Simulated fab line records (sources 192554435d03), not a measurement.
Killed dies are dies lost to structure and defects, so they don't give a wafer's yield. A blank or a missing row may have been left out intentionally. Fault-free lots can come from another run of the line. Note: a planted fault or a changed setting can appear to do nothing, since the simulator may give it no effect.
What tool caused it? :: flow n5_finfet :: 25 wafers from 9 lots sampled at 5 of the route's 1938 steps

WHAT THE GAUGES SHOWED, per wafer
N5_BEOL_M4_RC_MEAS_101.
lot: L315
measured: day 12 07:17
on: prober-01
RC_P (ohm.um): 19.5 19.6 19.3

lot: L316
measured: day 12 09:55
on: prober-01
RC_P (ohm.um): 19.5 19.6 20.0

lot: L317
measured: day 12 01:04
on: prober-02
RC_P (ohm.um): 19.5 19.0 19.0

lot: L319
measured: day 12 14:16
on: prober-01
RC_P (ohm.um): 20.0 19.5 19.2

lot: L321
measured: day 13 17:46
on: prober-01
RC_P (ohm.um): 18.9 19.2

lot: L331
measured: day 15 22:14
on: prober-02
RC_P (ohm.um): 24.7 23.7 23.9

lot: L332
measured: day 15 12:46
on: prober-02
RC_P (ohm.um): 23.9 24.1 23.2

lot: L334
measured: day 16 18:10
on: prober-01
RC_P (ohm.um): 18.7 19.9

lot: L336
measured: day 17 01:52
on: prober-02
RC_P (ohm.um): 19.1 20.0 19.3

WHAT TOOL EACH LOT RAN ON (gives the tool, then ch and the chambers of the sampled wafers, and finally the start)
lot: L315
N5_MOL_CONTACT_COAG_DESCUM_13: rie_diel-01 ch 1,2,3, day 5 03:53
N5_MOL_CONTACT_COAG_IMPLANT_129: implanter-02 ch 0, day 5 04:23
N5_MOL_CONTACT_COAG_SPUTTER_143: pvd_sputter-02, day 5 09:52
N5_MOL_CONTACT_COAG_ANNEAL_113: rtp_anneal-02 ch 0, day 5 10:55

lot: L316
N5_MOL_CONTACT_COAG_DESCUM_13: rie_diel-04 ch 0,1,2, day 5 04:07
N5_MOL_CONTACT_COAG_IMPLANT_129: implanter-01 ch 0, day 5 04:32
N5_MOL_CONTACT_COAG_SPUTTER_143: pvd_sputter-02, day 5 10:08
N5_MOL_CONTACT_COAG_ANNEAL_113: rtp_anneal-01 ch 0, day 5 10:52

lot: L317
N5_MOL_CONTACT_COAG_DESCUM_13: rie_diel-04 ch 0,2,3, day 5 06:17
N5_MOL_CONTACT_COAG_IMPLANT_129: implanter-02 ch 0, day 5 06:44
N5_MOL_CONTACT_COAG_SPUTTER_143: pvd_sputter-02, day 5 10:52
N5_MOL_CONTACT_COAG_ANNEAL_113: rtp_anneal-02 ch 0, day 5 11:50

lot: L319
N5_MOL_CONTACT_COAG_DESCUM_13: rie_diel-04 ch 0,2,3, day 5 19:46
N5_MOL_CONTACT_COAG_IMPLANT_129: implanter-02 ch 0, day 5 20:11
N5_MOL_CONTACT_COAG_SPUTTER_143: pvd_sputter-01, day 6 00:49
N5_MOL_CONTACT_COAG_ANNEAL_113: rtp_anneal-02 ch 0, day 6 01:52

lot: L321
N5_MOL_CONTACT_COAG_DESCUM_13: rie_diel-01 ch 0,2, day 6 08:20
N5_MOL_CONTACT_COAG_IMPLANT_129: implanter-01 ch 0, day 6 08:52
N5_MOL_CONTACT_COAG_SPUTTER_143: pvd_sputter-03, day 6 12:25
N5_MOL_CONTACT_COAG_ANNEAL_113: rtp_anneal-02 ch 0, day 6 13:35

lot: L331
N5_MOL_CONTACT_COAG_DESCUM_13: rie_diel-01 ch 2,3, day 8 18:44
N5_MOL_CONTACT_COAG_IMPLANT_129: implanter-02 ch 0, day 8 19:14
N5_MOL_CONTACT_COAG_SPUTTER_143: pvd_sputter-02, day 8 21:28
N5_MOL_CONTACT_COAG_ANNEAL_113: rtp_anneal-01 ch 0, day 8 22:27

lot: L332
N5_MOL_CONTACT_COAG_DESCUM_13: rie_diel-04 ch 0,1, day 8 20:28
N5_MOL_CONTACT_COAG_IMPLANT_129: implanter-02 ch 0, day 8 21:02
N5_MOL_CONTACT_COAG_SPUTTER_143: pvd_sputter-01, day 9 00:10
N5_MOL_CONTACT_COAG_ANNEAL_113: rtp_anneal-02 ch 0, day 9 01:11

lot: L334
N5_MOL_CONTACT_COAG_DESCUM_13: rie_diel-05 ch 0,2, day 9 09:58
N5_MOL_CONTACT_COAG_IMPLANT_129: implanter-01 ch 0, day 9 10:28
N5_MOL_CONTACT_COAG_SPUTTER_143: pvd_sputter-01, day 9 12:59
N5_MOL_CONTACT_COAG_ANNEAL_113: rtp_anneal-01 ch 0, day 9 14:01

lot: L336
N5_MOL_CONTACT_COAG_DESCUM_13: rie_diel-05 ch 0,3, day 10 01:44
N5_MOL_CONTACT_COAG_IMPLANT_129: implanter-01 ch 0, day 10 02:10
N5_MOL_CONTACT_COAG_SPUTTER_143: pvd_sputter-02, day 10 05:06
N5_MOL_CONTACT_COAG_ANNEAL_113: rtp_anneal-01 ch 0, day 10 05:50
- N5_MOL_CONTACT_COAG_DESCUM_13: chemistry O2, time 7 s.
- N5_MOL_CONTACT_COAG_IMPLANT_129
- N5_MOL_CONTACT_COAG_SPUTTER_143: material Co, target thk 2.5 nm.
- N5_MOL_CONTACT_COAG_ANNEAL_113: time 300 s.

THE ANSWER, worked out from the rows above alone
Rule: the lots themselves supply what counts as usual. Put in order of their means at a reading, lots are off if they are a third of the lots or fewer, leave a main group of 4 or more, and stand apart from it by a gap of 3 or more times the standard deviation of the main group's means; of several such gaps the widest counts. Not used: any main group whose means are identical at the precision the tables above print for the reading. Also off: a lot with no number at a reading for which 4 or more lots have one. The other lots that the step has rows for count as sound.
Off: L331, L332, seen at N5_BEOL_M4_RC_MEAS_101 (RC_P). The main group: mean 19.4 ohm.um, standard deviation 0.21.
A tool fits if, at a process step before that reading, it ran every lot that is off, and no sound lot after the first of them. Those tools and the gauges at N5_BEOL_M4_RC_MEAS_101 are tried in the same way. One fits: implanter-02 at N5_MOL_CONTACT_COAG_IMPLANT_129. A fault onset in the window from L319 (day 5 20:11, its last sound lot) to L331 (day 8 19:14, its first lot off) fits.

WHAT THE SIMULATOR HAD PUT IN
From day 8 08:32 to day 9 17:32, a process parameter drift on implanter-02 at N5_MOL_CONTACT_COAG_IMPLANT_129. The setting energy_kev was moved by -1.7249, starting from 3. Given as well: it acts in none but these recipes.
Struck lots among those shown: L332, L331. The rule above found the same.
